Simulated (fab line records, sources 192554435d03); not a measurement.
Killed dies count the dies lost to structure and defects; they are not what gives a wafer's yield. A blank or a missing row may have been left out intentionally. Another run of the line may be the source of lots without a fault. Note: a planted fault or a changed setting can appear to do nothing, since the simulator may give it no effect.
fab line records + flow n5_finfet + part 2 of 2: steps 24 to 35 of 35
record
- lots=5
- wafers=15
- last_day=17
route steps=1938 shown BEOL_M7@1314 BEOL_M8@1332
lots that met no fault: from a run of the same line without faults
start_h: hours from the record's opening day to when the first of the lot's shown wafers began + wait_h: hours elapsed since this lot's preceding step + " identical to the entry in the row above + L1.1+2: several wafers, shown together as one row + - no value, or no start was given + * or withheld: withheld + < > ~ a bound
route shown NAME@n: NAME is a module with steps in the file, n the number in the route of the first one + usual: mean/standard deviation of fault-free wafers + same: alike in all rows + chamber/n: place in a boat + sites: readings site by site + _std_site: the standard deviation of these + _edge_site: inner sites' mean taken away from outer sites' mean + radius_mm: how far each site lies from the wafer's centre + mask NAME#n: copy n + behind: the most recent tool/chamber to have shaped the wafer + hold: the reason the lot was held/the length of the hold in hours/how it ended + device: transistor that didn't switch, given as n, p or np + end of line: at the end of the route, the tests of the same wafers + for a step that has no rows: nothing shown but its recipe + killed: the dies lost at the first sort to structure and to defects; this is not the yield of the wafer + map: shows each die of a wafer: x if killed, . if not, _ if none is there
set.NAME: the setting as run; set.NAME@STEP: as run at that earlier step + model.NAME: the simulator's own value behind a step, which no gauge read
certain route steps with their lots: each step a table, each wafer a row
services: from which hour (start_h, from the record's first day; less than 0 if before it) a tool's chamber was out of use, for how many hours, and why
## steps
# step N5_BEOL_M8_COAT_59
# recipe
- resist=SOC
- temp_c=250
- time_s=60
- spin_rpm=1500
- resist_thk_nm=100
| lot.wafer  | tool           | chamber | start_h | wait_h |
|------------|----------------|---------|---------|--------|
| L081.2+3+6 | litho_track-01 | 0       | 252.72  | 0.1    |
| L085.1+2+4 | litho_track-01 | 0       | 267.48  | 0.1    |
| L091.1+2+5 | litho_track-01 | 0       | 307.78  | 0.1    |
| L093.1+2+5 | litho_track-01 | 0       | 318.91  | 0.1    |
| L092.1+2+5 | litho_track-01 | 0       | 327.47  | 0.1    |
# step N5_BEOL_M8_COAT_60
# recipe
- resist=SiARC
- temp_c=220
- time_s=60
- spin_rpm=1500
- resist_thk_nm=35
| lot.wafer  | tool           | chamber | start_h | wait_h |
|------------|----------------|---------|---------|--------|
| L081.2+3+6 | litho_track-01 | 0       | -       | -      |
| L085.1+2+4 | litho_track-01 | 0       | -       | -      |
| L091.1+2+5 | litho_track-01 | 0       | -       | -      |
| L093.1+2+5 | litho_track-01 | 0       | -       | -      |
| L092.1+2+5 | litho_track-01 | 0       | -       | -      |
# step N5_BEOL_M8_COAT_05
# recipe
- resist=CAR-ArF
- spin_rpm=1500
- resist_thk_nm=90
| lot.wafer  | tool           | chamber | start_h | wait_h |
|------------|----------------|---------|---------|--------|
| L081.2+3+6 | litho_track-01 | 0       | -       | -      |
| L085.1+2+4 | litho_track-01 | 0       | -       | -      |
| L091.1+2+5 | litho_track-01 | 0       | -       | -      |
| L093.1+2+5 | litho_track-01 | 0       | -       | -      |
| L092.1+2+5 | litho_track-01 | 0       | -       | -      |
# step N5_BEOL_M8_EBR_07
# recipe
- solvent=PGMEA
- ebr_width_mm=1.5
| lot.wafer  | tool           | chamber | start_h | wait_h |
|------------|----------------|---------|---------|--------|
| L081.2+3+6 | litho_track-01 | 0       | -       | -      |
| L085.1+2+4 | litho_track-01 | 0       | -       | -      |
| L091.1+2+5 | litho_track-01 | 0       | -       | -      |
| L093.1+2+5 | litho_track-01 | 0       | -       | -      |
| L092.1+2+5 | litho_track-01 | 0       | -       | -      |
# step N5_BEOL_M8_SOFTBAKE_06
# recipe
- temp_c=110
- time_s=60
- resist=CAR-ArF
| lot.wafer  | tool           | chamber | start_h | wait_h |
|------------|----------------|---------|---------|--------|
| L081.2+3+6 | litho_track-01 | 0       | -       | -      |
| L085.1+2+4 | litho_track-01 | 0       | -       | -      |
| L091.1+2+5 | litho_track-01 | 0       | -       | -      |
| L093.1+2+5 | litho_track-01 | 0       | -       | -      |
| L092.1+2+5 | litho_track-01 | 0       | -       | -      |
# step N5_BEOL_M8_EXPOSE_08
# recipe
- mask_id=M8
- na=1.35
- source_shape=dipole
- sigma_inner=0.817
- sigma_outer=0.97
- polarization=te
- dose_mj=68.25
# usual
- stage_vel_mm_s=499.98/0.24
| lot.wafer | tool            | chamber | start_h | wait_h | mask | stage_vel_mm_s |
|-----------|-----------------|---------|---------|--------|------|----------------|
| L081.2    | arfi_scanner-03 | 0       | 252.97  | -      | M8#0 | 500.27         |
| L081.3    | "               | 0       | "       | "      | M8#0 | 500.39         |
| L081.6    | "               | 0       | "       | "      | M8#0 | 500.22         |
| L085.1    | arfi_scanner-03 | 0       | 267.73  | -      | M8#0 | 499.71         |
| L085.2    | "               | 0       | "       | "      | M8#0 | 499.97         |
| L085.4    | "               | 0       | "       | "      | M8#0 | 500.35         |
| L091.1    | arfi_scanner-03 | 0       | 308.02  | -      | M8#0 | 499.73         |
| L091.2    | "               | 0       | "       | "      | M8#0 | 499.96         |
| L091.5    | "               | 0       | "       | "      | M8#0 | 499.79         |
| L093.1    | arfi_scanner-03 | 0       | 319.03  | -      | M8#0 | 499.79         |
| L093.2    | "               | 0       | "       | "      | M8#0 | 499.88         |
| L093.5    | "               | 0       | "       | "      | M8#0 | 499.96         |
| L092.1    | arfi_scanner-03 | 0       | 327.59  | -      | M8#0 | 499.77         |
| L092.2    | "               | 0       | "       | "      | M8#0 | 499.66         |
| L092.5    | "               | 0       | "       | "      | M8#0 | 499.89         |
# step N5_BEOL_M8_PEB_09
# recipe
- peb_temp_c=withheld
- peb_time_s=60
- resist=CAR-ArF
| lot.wafer  | tool           | chamber | start_h | wait_h |
|------------|----------------|---------|---------|--------|
| L081.2+3+6 | litho_track-01 | 0       | 253.03  | 0.0    |
| L085.1+2+4 | litho_track-01 | 0       | 267.79  | 0.1    |
| L091.1+2+5 | litho_track-05 | 0       | 308.08  | 0.1    |
| L093.1+2+5 | litho_track-01 | 0       | 319.09  | 0.1    |
| L092.1+2+5 | litho_track-02 | 0       | 327.65  | 0.1    |
# step N5_BEOL_M8_DEVELOP_10
# recipe
- develop_time_s=30
- developer=TMAH
- resist=CAR-ArF
- rinse_liquid=diw
- dry=air_spin
- dev_temp_c=23
| lot.wafer  | tool           | chamber | start_h | wait_h |
|------------|----------------|---------|---------|--------|
| L081.2+3+6 | litho_track-01 | 0       | -       | -      |
| L085.1+2+4 | litho_track-01 | 0       | -       | -      |
| L091.1+2+5 | litho_track-05 | 0       | -       | -      |
| L093.1+2+5 | litho_track-01 | 0       | -       | -      |
| L092.1+2+5 | litho_track-02 | 0       | -       | -      |
# step N5_BEOL_M8_CD_MEAS_11
# recipe
- target_cd_nm=38.5
- landing_energy_ev=500
- detector=se_inlens
- polarity=opening
# usual
- cd_nm=38.4/0.5
| lot.wafer | tool      | chamber | start_h | wait_h | cd_nm |
|-----------|-----------|---------|---------|--------|-------|
| L081.2    | cd_sem-01 | 0       | 253.10  | -      | 38.5  |
| L081.3    | "         | 0       | "       | "      | 38.3  |
| L081.6    | "         | 0       | "       | "      | 38.4  |
| L085.1    | cd_sem-01 | 0       | 267.86  | -      | 38.2  |
| L085.2    | "         | 0       | "       | "      | 37.4  |
| L085.4    | "         | 0       | "       | "      | 37.6  |
| L091.1    | cd_sem-03 | 0       | 308.15  | -      | 38.6  |
| L091.2    | "         | 0       | "       | "      | 38.7  |
| L091.5    | "         | 0       | "       | "      | 38.8  |
| L093.1    | cd_sem-02 | 0       | 319.16  | -      | 37.6  |
| L093.2    | "         | 0       | "       | "      | 38.2  |
| L093.5    | "         | 0       | "       | "      | 37.9  |
| L092.1    | cd_sem-01 | 0       | 327.72  | -      | 38.3  |
| L092.2    | "         | 0       | "       | "      | 37.7  |
| L092.5    | "         | 0       | "       | "      | 38.5  |
# step N5_BEOL_M8_OVL_MEAS_12
# recipe
- points_per_wafer=44
# usual
- M8_OVL=0.2/0.59
# same
- points_per_wafer=44
| lot.wafer | tool       | chamber | start_h | wait_h | M8_OVL[nm] |
|-----------|------------|---------|---------|--------|------------|
| L081.2    | overlay-02 | 0       | 253.13  | 0.0    | 1.0        |
| L081.3    | "          | 0       | "       | "      | -0.3       |
| L081.6    | "          | 0       | "       | "      | 1.1        |
| L085.1    | overlay-01 | 0       | 267.89  | 0.0    | -0.9       |
| L085.2    | "          | 0       | "       | "      | -0.3       |
| L085.4    | "          | 0       | "       | "      | -1.1       |
| L091.1    | overlay-02 | 0       | 308.18  | 0.0    | -0.4       |
| L091.2    | "          | 0       | "       | "      | -0.4       |
| L091.5    | "          | 0       | "       | "      | -0.4       |
| L093.1    | overlay-01 | 0       | 319.19  | 0.0    | -0.3       |
| L093.2    | "          | 0       | "       | "      | 0.0        |
| L093.5    | "          | 0       | "       | "      | -0.4       |
| L092.1    | overlay-02 | 0       | 327.75  | 0.0    | 0.3        |
| L092.2    | "          | 0       | "       | "      | 0.1        |
| L092.5    | "          | 0       | "       | "      | 1.0        |
# step N5_BEOL_M8_INSPECT_13
# recipe
- mode=adi
- inspect_instrument=brightfield
# usual
- raw_defect_count=440/110
| lot.wafer | tool              | chamber | start_h | wait_h | raw_defect_count |
|-----------|-------------------|---------|---------|--------|------------------|
| L081.2    | defect_inspect-01 | -       | 253.15  | 0.0    | 359              |
| L081.3    | "                 | -       | "       | "      | 333              |
| L081.6    | "                 | -       | "       | "      | 456              |
| L085.1    | defect_inspect-02 | -       | 267.91  | 0.0    | 490              |
| L085.2    | "                 | -       | "       | "      | 256              |
| L085.4    | "                 | -       | "       | "      | 315              |
| L091.1    | defect_inspect-01 | -       | 308.20  | 0.0    | 360              |
| L091.2    | "                 | -       | "       | "      | 407              |
| L091.5    | "                 | -       | "       | "      | 357              |
| L093.1    | defect_inspect-01 | -       | 319.21  | 0.0    | 300              |
| L093.2    | "                 | -       | "       | "      | 303              |
| L093.5    | "                 | -       | "       | "      | 272              |
| L092.1    | defect_inspect-01 | -       | 327.77  | 0.0    | 523              |
| L092.2    | "                 | -       | "       | "      | 537              |
| L092.5    | "                 | -       | "       | "      | 277              |
# step N5_BEOL_M8_DESCUM_16
# recipe
- chemistry=O2
- time_s=7.9
- source_power_w=50
- bias_power_w=20
- pressure_mtorr=20
- rf_frequency_hz=2.712e+07
- temp_c=40
- resist=CAR-ArF
- o2_flow_sccm=225
# usual
- drypump_motor_current_A=5.7/0.53
- oes_product_au=0.81/0.088
- rf_fwd_power_W=49.26/0.22
- rf_vpp_V=243.8/1.3
- showerhead_plenum_p_Torr=2.14/0.061
- throttle_valve_pct=20.36/0.28
| lot.wafer | tool        | chamber | start_h | wait_h | drypump_motor_current_A | oes_product_au | rf_fwd_power_W | rf_hours_counter_h | rf_vpp_V | showerhead_plenum_p_Torr | throttle_valve_pct |
|-----------|-------------|---------|---------|--------|-------------------------|----------------|----------------|--------------------|----------|--------------------------|--------------------|
| L081.2    | rie_diel-01 | 3       | 253.38  | 0.2    | 6.5                     | 0.90           | 49.27          | 18                 | 245.5    | 2.14                     | 20.16              |
| L081.3    | "           | 2       | "       | "      | 5.2                     | 0.81           | 49.42          | 87                 | 244.9    | 2.18                     | 20.13              |
| L081.6    | "           | 1       | "       | "      | 5.8                     | 0.97           | 49.31          | -                  | 245.5    | 2.22                     | 19.90              |
| L085.1    | rie_diel-01 | 3       | 268.14  | 0.2    | 6.6                     | 0.88           | 49.31          | 24                 | 244.1    | 2.14                     | 20.18              |
| L085.2    | "           | 2       | "       | "      | 5.2                     | 0.80           | 49.45          | 93                 | 245.4    | 2.18                     | 20.12              |
| L085.4    | "           | 1       | "       | "      | 5.8                     | 0.94           | 49.48          | 17                 | 244.9    | 2.22                     | 19.91              |
| L091.1    | rie_diel-01 | 3       | 308.46  | 0.3    | 6.6                     | 0.86           | 49.47          | 40                 | 244.7    | 2.13                     | 20.21              |
| L091.2    | "           | 1       | "       | "      | 5.8                     | 0.91           | 49.31          | 33                 | 244.5    | 2.22                     | 19.92              |
| L091.5    | "           | 1       | "       | "      | 5.8                     | 0.92           | 49.28          | -                  | 245.2    | 2.22                     | 19.92              |
| L093.1    | rie_diel-06 | 0       | 319.31  | 0.1    | 5.7                     | 0.96           | 49.46          | 7                  | 243.1    | 2.15                     | 20.17              |
| L093.2    | "           | 2       | "       | "      | 6.3                     | 0.92           | 49.23          | 31                 | 241.6    | 2.03                     | 19.98              |
| L093.5    | "           | 0       | "       | "      | 5.7                     | 0.95           | 49.27          | -                  | 243.9    | 2.15                     | 20.17              |
| L092.1    | rie_diel-01 | 0       | 328.30  | 0.5    | 6.4                     | 0.72           | 49.35          | 175                | 245.3    | 2.17                     | 20.33              |
| L092.2    | "           | 3       | "       | "      | 6.6                     | 0.85           | 49.28          | 46                 | 243.5    | 2.13                     | 20.21              |
| L092.5    | "           | 0       | "       | "      | 6.3                     | 0.73           | 49.58          | -                  | 244.4    | 2.17                     | 20.31              |
## services
| tool            | chamber | start_h | hours | kind   |
|-----------------|---------|---------|-------|--------|
| cmp-02          | -       | 227.88  | 1.6   | repair |
| rie_diel-06     | -       | 233.19  | 15.6  | pm     |
| uv_cure-03      | -       | 233.21  | 6.0   | pm     |
| cmp-01          | -       | 234.04  | 3.7   | pm     |
| arfi_scanner-03 | -       | 235.55  | 0.8   | repair |
| ald_metal-03    | 2       | 235.99  | 3.8   | repair |
| cmp-04          | -       | 236.65  | 5.7   | pm     |
| uv_cure-02      | -       | 236.79  | 7.5   | pm     |
| cvd_co-02       | 1       | 240.53  | 10.1  | repair |
| arfi_scanner-03 | -       | 245.43  | 1.3   | pm     |
| pecvd-01        | -       | 255.82  | 1.6   | repair |
| pecvd-03        | 1       | 260.12  | 40.9  | repair |
| ecd_cu-01       | -       | 265.64  | 1.3   | repair |
| ald_metal-03    | -       | 272.48  | 2.8   | pm     |
| pecvd-03        | -       | 276.82  | 6.0   | pm     |
| rie_diel-01     | 0       | 287.50  | 1.8   | repair |
| cmp-01          | -       | 288.82  | 1.2   | repair |
| cvd_co-02       | 0       | 290.57  | 66.4  | repair |
| pecvd-02        | -       | 292.26  | 5.5   | pm     |
| ald_metal-04    | 3       | 292.83  | 2.8   | repair |
| cvd_co-01       | -       | 298.11  | 6.9   | pm     |
| pecvd-03        | -       | 298.20  | 0.8   | repair |
| cmp-01          | -       | 310.90  | 4.0   | pm     |
| cvd_co-02       | 2       | 324.30  | 8.6   | repair |
